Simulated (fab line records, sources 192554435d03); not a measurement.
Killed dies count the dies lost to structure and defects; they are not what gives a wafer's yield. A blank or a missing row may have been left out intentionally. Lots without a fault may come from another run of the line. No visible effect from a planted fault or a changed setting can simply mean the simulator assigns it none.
3 desks looking at one fault + flow n5Finfet + numbers are kept per desk, each desk with only its own; the story behind them comes last

## DESK OF THE TOOL OWNER: pecvd-03
The tool's own readings at N5_BEOL_M10_ILD_DEP_00 (deposits SiCOH lowk from DEMS/porogen, target thk 308.51 nm, time 58 s): means of the sampled wafers that have a number, for each lot that ran on this tool. A lot is out of limits, marked OUT, if its mean lies more than 4 standard deviations from the usual mean; the brackets give that distance.
Columns: A = chamberPressureTorr at N5_BEOL_M10_ILD_DEP_00, usual 5.000 Torr; B = heaterPowerW at N5_BEOL_M10_ILD_DEP_00, usual 288 W; C = showerheadPlenumPTorr at N5_BEOL_M10_ILD_DEP_00, usual 5.737 Torr; D = throttleValvePct at N5_BEOL_M10_ILD_DEP_00, usual 14.0 %
| lot  | first seen here | A     | B   | C     | D    |
|------|-----------------|-------|-----|-------|------|
| L166 | day 9 23:38     | 4.999 | 309 | 5.734 | 13.4 |
| L167 | day 10 12:08    | 4.995 | 312 | 5.753 | 13.4 |
| L169 | day 11 02:55    | 4.998 | 296 | 5.739 | 13.1 |
| L173 | day 12 00:40    | 5.004 | 302 | 5.741 | 12.9 |
| L175 | day 12 10:10    | 5.015 | 315 | 5.741 | 13.1 |
| L183 | day 14 21:46    | 4.997 | 293 | 5.733 | 13.0 |
| L186 | day 15 05:30    | 5.001 | 303 | 5.729 | 13.2 |
| L188 | day 15 06:41    | 4.997 | 311 | 5.725 | 12.6 |
Finding of this desk: none of the 8 lots has anything out of limits.

## METROLOGY DESK
What the gauges read for every lot (on any tool): the sampled wafers with a number, averaged. A lot is out of limits, marked OUT, if its mean lies more than 4 standard deviations from the usual mean; the brackets give that distance.
Columns: A = cdNm at N5_BEOL_M10_CD_MEAS_18, usual 70.0 nm
| lot  | first seen here | A    |
|------|-----------------|------|
| L166 | day 10 03:19    | 69.4 |
| L167 | day 10 14:52    | 69.8 |
| L169 | day 11 06:38    | 70.7 |
| L173 | day 12 04:39    | 69.8 |
| L175 | day 12 13:31    | 69.6 |
| L179 | day 13 15:52    | 69.7 |
| L182 | day 14 16:23    | 69.3 |
| L183 | day 15 01:24    | 70.2 |
| L186 | day 15 08:32    | 70.3 |
| L188 | day 15 09:07    | 69.7 |
Finding of this desk: none of the 10 lots has anything out of limits.

## THE DEFECT DESK
What the inspections along the route counted, lot by lot: means of the sampled wafers that have a number. A lot is out of limits, marked OUT, if its mean lies more than 4 standard deviations from the usual mean; the brackets give that distance.
Columns: A = rawDefectCount at N5_BEOL_M10_INSPECT_13, usual 425; B = rawDefectCount at N5_BEOL_M10_INSPECT_30, usual 424
| lot  | first seen here | A   | B   |
|------|-----------------|-----|-----|
| L166 | day 10 02:37    | 458 | 452 |
| L167 | day 10 13:59    | 529 | 534 |
| L169 | day 11 05:28    | 475 | 506 |
| L173 | day 12 04:10    | 616 | 620 |
| L175 | day 12 12:39    | 578 | 547 |
| L179 | day 13 14:32    | 342 | 339 |
| L182 | day 14 15:53    | 425 | 434 |
| L183 | day 15 00:32    | 385 | 390 |
| L186 | day 15 08:01    | 415 | 396 |
| L188 | day 15 08:37    | 410 | 436 |
Finding of this desk: none of the 10 lots has anything out of limits.

## PUT TOGETHER
The tool owner's desk saw nothing out of limits.
From the metrology desk's view, nothing was out of limits.
The defect desk saw nothing out of limits.

## WHAT HAD BEEN PUT IN BY THE SIMULATOR
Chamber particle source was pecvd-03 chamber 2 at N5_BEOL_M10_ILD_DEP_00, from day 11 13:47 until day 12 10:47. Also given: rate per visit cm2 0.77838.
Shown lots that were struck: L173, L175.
